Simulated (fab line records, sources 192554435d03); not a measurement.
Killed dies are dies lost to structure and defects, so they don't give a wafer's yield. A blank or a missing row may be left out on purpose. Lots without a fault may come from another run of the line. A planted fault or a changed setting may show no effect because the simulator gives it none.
Chamber matching | flow n5_finfet | N5_BEOL_M5_VIA_ETCH_34 on rie_diel-01: 4 sister chambers
The step etches SiCOH lowk in C4F6/O2, target depth 88.3 nm, time 39.2 s. 8 wafers are shown with their chamber, then 8 later ones without.

WAFERS WITH THEIR CHAMBER
wafer  | chamber | showerhead_plenum_p_Torr (Torr) | rf_vpp_V (V)
L081.6 | 1       | 2.69                            | 653
L080.3 | 1       | 2.69                            | 655
L080.4 | 0       | 2.84                            | 686
L080.5 | 3       | 2.75                            | 621
L088.4 | 0       | 2.83                            | 685
L088.5 | 3       | 2.75                            | 621
L088.6 | 2       | 2.78                            | 661
L086.2 | 2       | 2.78                            | 660

WAFERS WITHOUT THEIR CHAMBER
wafer  | showerhead_plenum_p_Torr (Torr) | rf_vpp_V (V)
L086.3 | 2.75                            | 620
L086.6 | 2.78                            | 659
L087.1 | 3.02                            | 666
L087.5 | 2.74                            | 620
L087.6 | 2.77                            | 660
L092.1 | 3.02                            | 666
L092.2 | 2.83                            | 685
L092.3 | 2.74                            | 619

WHICH CHAMBER EACH WENT THROUGH
wafer  | from the rows above | in truth
L086.3 | 3                   | 3
L086.6 | 2                   | 2
L087.1 | 0                   | 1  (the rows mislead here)
L087.5 | 3                   | 3
L087.6 | 2                   | 2
L092.1 | 0                   | 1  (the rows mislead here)
L092.2 | 0                   | 0
L092.3 | 3                   | 3
Placed correctly: 6 of 8. Can't be placed from these rows: 0. Placed wrongly: 2.
How it was worked out, from the rows above alone: a wafer's distance from a chamber is the root of the sum, over the readings, of the square of ((its reading less the chamber's mean) divided by the reading's scatter). The wafer belongs to the nearest chamber; if the next one is less than 2 further off, it can't be placed. A chamber's mean is the mean of its shown wafers. The scatter: the root of (the sum of the squares of (reading less its chamber's mean) over the shown wafers, divided by (wafers less chambers)).
